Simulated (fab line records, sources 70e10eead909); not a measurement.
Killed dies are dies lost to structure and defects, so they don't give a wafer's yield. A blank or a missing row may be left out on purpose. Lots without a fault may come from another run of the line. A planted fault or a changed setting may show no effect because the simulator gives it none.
Chamber matching | flow nand_harc | NHARC_THIN_TSV_ETCHBACK_48 on rie_diel-10: 4 sister chambers
The step etches the open film in C4F8/Ar, target depth 1028.5 nm, time 405.17 s. 8 wafers are shown with their chamber, then 8 later ones without.

WAFERS WITH THEIR CHAMBER
wafer  | chamber | rf_vpp_V (V) | oes_product_au (a.u.)
L627.3 | 3       | 548.0        | 0.920
L627.5 | 2       | 541.8        | 0.918
L629.2 | 0       | 545.2        | 0.921
L629.5 | 2       | 542.4        | 0.909
L630.3 | 3       | 549.6        | 0.945
L630.5 | 0       | 546.0        | 0.962
L630.6 | 1       | 544.2        | 0.975
L633.2 | 1       | 545.1        | 0.966

WAFERS WITHOUT THEIR CHAMBER
wafer  | rf_vpp_V (V) | oes_product_au (a.u.)
L633.5 | 545.3        | 0.944
L633.6 | 549.2        | 0.938
L634.4 | 549.6        | 0.917
L634.5 | 545.2        | 0.931
L634.6 | 542.1        | 0.915
L642.1 | 544.9        | 0.917
L642.2 | 541.9        | 0.915
L642.5 | 548.0        | 0.924

WHICH CHAMBER EACH WENT THROUGH
wafer  | from the rows above     | in truth
L633.5 | can't be placed: 0 or 1 | 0
L633.6 | 3                       | 3
L634.4 | 3                       | 3
L634.5 | can't be placed: 0 or 1 | 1
L634.6 | 2                       | 2
L642.1 | can't be placed: 0 or 1 | 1
L642.2 | 2                       | 2
L642.5 | 3                       | 3
Placed correctly: 5 of 8. Can't be placed from these rows: 3 (the true chamber is among the candidates in 3). Placed wrongly: 0.
How it was worked out, from the rows above alone: a wafer's distance from a chamber is the root of the sum, over the readings, of the square of ((its reading less the chamber's mean) divided by the reading's scatter). The wafer belongs to the nearest chamber; if the next one is less than 2 further off, it can't be placed. A chamber's mean is the mean of its shown wafers. The scatter: the root of (the sum of the squares of (reading less its chamber's mean) over the shown wafers, divided by (wafers less chambers)).
